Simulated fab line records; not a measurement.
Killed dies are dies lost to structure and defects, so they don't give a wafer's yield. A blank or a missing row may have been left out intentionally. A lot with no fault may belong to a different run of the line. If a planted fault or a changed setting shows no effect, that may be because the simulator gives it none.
Comparing a struck lot with a sound one + flow nand-harc + 22 steps out of a route of 1302
Sound: these wafers, L821.1, L821.2, L821.6. Wafers L842.3, L842.5, L842.6 were the ones struck. The cause is given at the end.
Order at every step that has rows: each side's tool, ch and its chambers, its first start. Under that, the readings that differ: sound wafers + struck wafers + difference of the means + sigmas: that difference in standard deviations of wafers without a fault.
alike: same words and numbers on both sides, and readings whose means sit less than 2 such deviations apart. not compared: any withheld reading, any reading some wafer has no value for, any bound like >300 that may hide the same value, and any number with overlapping values for which the record gives no deviation.
Wherever a step has rows on one side only, a row that says differs or no value, or a row with sigmas, the two part there. Non-overlapping numbers with no deviation appear without sigmas and do not part them. A reading that every wafer of one side lacks parts them only if that side has two wafers or more.

NHARC_P_CONTACT_CMP_24: polishes, t overpolish 30 s, target thk 200 nm.
  sound on cmp-02 ch 1,3, day 6 06:00; struck on cmp-03 ch 0,2,3, day 14 15:48
  alike: motor-current-A, overpolish-run-s, time-to-endpoint-s
next, for these wafers, 1 step has no rows: NHARC_P_CONTACT_SRD_26.
NHARC_P_CONTACT_INSPECT_27:
  sound: defect-inspect-02 at day 6 06:22; struck: defect-inspect-02 at day 14 16:10
| reading          | sound       | struck      | difference | sigmas |
|------------------|-------------|-------------|------------|--------|
| raw-defect-count | 602 400 350 | 217 159 179 | -266       | -2     |
then, 8 steps without rows for these wafers: NHARC_P_M0_DEP_00 (deposits SiOC, target thk 150 nm); NHARC_P_M0_DEHYDRATE_01 (time 120 s); NHARC_P_M0_HMDS_02 (time 30 s); NHARC_P_M0_COAT_33 (time 65 s); NHARC_P_M0_COAT_03 (resist thk 90 nm); NHARC_P_M0_SOFTBAKE_04 (time 55 s); NHARC_P_M0_EBR_05; NHARC_P_M0_EXPOSE_06 (exposes mask P M0, target cd 90 nm).
NHARC_P_M0_PEB_07: peb time 65 s.
  sound on litho-track-06 ch 0, day 6 07:12; struck on litho-track-06 ch 0, day 14 16:59
| reading                  | sound                | struck            | difference | sigmas |
|--------------------------|----------------------|-------------------|------------|--------|
| heater-power-total-W (W) | 156.4 157.1 157.2    | 152.7 152.6 151.7 | -4.6       | -10    |
| plate-temp-C (C)         | 100.21 100.12 100.01 | 97.82 97.98 98.02 | -2.17      | -18    |
then, 1 step without rows for these wafers: NHARC_P_M0_DEVELOP_08 (develop time 35 s).
NHARC_P_M0_CD_MEAS_09: the cd target is 90 nm.
  sound on cd-sem-03 ch 0, day 6 07:17; struck on cd-sem-03 ch 0, day 14 17:04
| reading    | sound          | struck         | difference | sigmas |
|------------|----------------|----------------|------------|--------|
| cd-nm (nm) | 88.5 89.3 89.6 | 83.7 82.2 82.3 | -6.4       | -7     |
NHARC_P_M0_OVL_MEAS_10: pitch 180 nm.
  sound: overlay-02 at day 6 07:22; struck: overlay-02 at day 14 17:09
  alike: overlay-x-nm, overlay-y-nm
NHARC_P_M0_INSPECT_11:
  sound: defect-inspect-02 at day 6 07:25; struck: defect-inspect-02 at day 14 17:11
  alike: raw-defect-count
NHARC_P_M0_DESCUM_14: chemistry O2, time 3 s.
  sound on rie-diel-01 ch 0,2,3, day 6 07:29; struck on rie-diel-05 ch 0,1,3, day 14 17:16
| reading               | sound             | struck          | difference | sigmas |
|-----------------------|-------------------|-----------------|------------|--------|
| model.P_M0.cd-nm (nm) | 89.31 89.37 90.04 | 83.4 83.1 82.18 | -6.7       |        |
  alike: drypump-motor-current-A, o2-flow-sccm, oes-product-au, rf-vpp-V, showerhead-plenum-p-Torr, throttle-valve-pct
  not compared: rf-hours-counter-h
NHARC_P_M0_ETCH_34: etches the open film in N2/H2, target depth 40 nm, overetch 12 nm, time 43.94 s.
  sound on rie-diel-01 ch 0,3, day 6 07:33; struck on rie-diel-05 ch 1,2, day 14 17:20
| reading                     | sound       | struck      | difference | sigmas |
|-----------------------------|-------------|-------------|------------|--------|
| drypump-motor-current-A (A) | 5.6 4.7 5.7 | 6.1 6.0 6.1 | +0.7       | +2     |
  alike: oes-product-au, rf-vpp-V, showerhead-plenum-p-Torr, throttle-valve-pct
  not compared: rf-hours-counter-h
NHARC_P_M0_ETCH_15: etches the open film in C4F8/Ar, target depth 150 nm, overetch 15 nm, time 82.5 s.
  sound: rie-diel-01 ch 0,2,3; struck: rie-diel-05 ch 1,2
| reading               | sound             | struck            | difference | sigmas |
|-----------------------|-------------------|-------------------|------------|--------|
| model.P_M0.cd-nm (nm) | 89.41 89.36 90.17 | 83.32 82.93 82.32 | -6.79      |        |
  alike: oes-product-au, rf-vpp-V
  not compared: rf-hours-counter-h
NHARC_P_M0_CD_MEAS_16:
  sound: cd-sem-02 at day 6 07:46; struck: cd-sem-03 at day 14 17:33
| reading    | sound          | struck         | difference | sigmas |
|------------|----------------|----------------|------------|--------|
| cd-nm (nm) | 89.6 89.3 89.9 | 83.4 82.9 82.5 | -6.7       | -6     |
NHARC_P_M0_STRIP_18: strips in N2/H2.
  sound on rie-diel-01 ch 0,2, day 6 07:52; struck on rie-diel-10 ch 0,1,3, day 14 17:40
| reading               | sound             | struck            | difference | sigmas |
|-----------------------|-------------------|-------------------|------------|--------|
| oes-product-au (a.u.) | 0.974 1.007 0.982 | 1.027 1.001 1.032 | +0.032     | +2     |
  alike: drypump-motor-current-A, rf-vpp-V, showerhead-plenum-p-Torr, throttle-valve-pct
  not compared: rf-hours-counter-h
NHARC_END_SORT_01:
  the record has rows for the sound wafers here (prober-01 ch 0, day 24 17:32) and none for the struck ones

## WHERE THEY PART
First at NHARC_P_CONTACT_INSPECT_27; last, within this record, at NHARC_END_SORT_01.

WHY: what the simulator had put in
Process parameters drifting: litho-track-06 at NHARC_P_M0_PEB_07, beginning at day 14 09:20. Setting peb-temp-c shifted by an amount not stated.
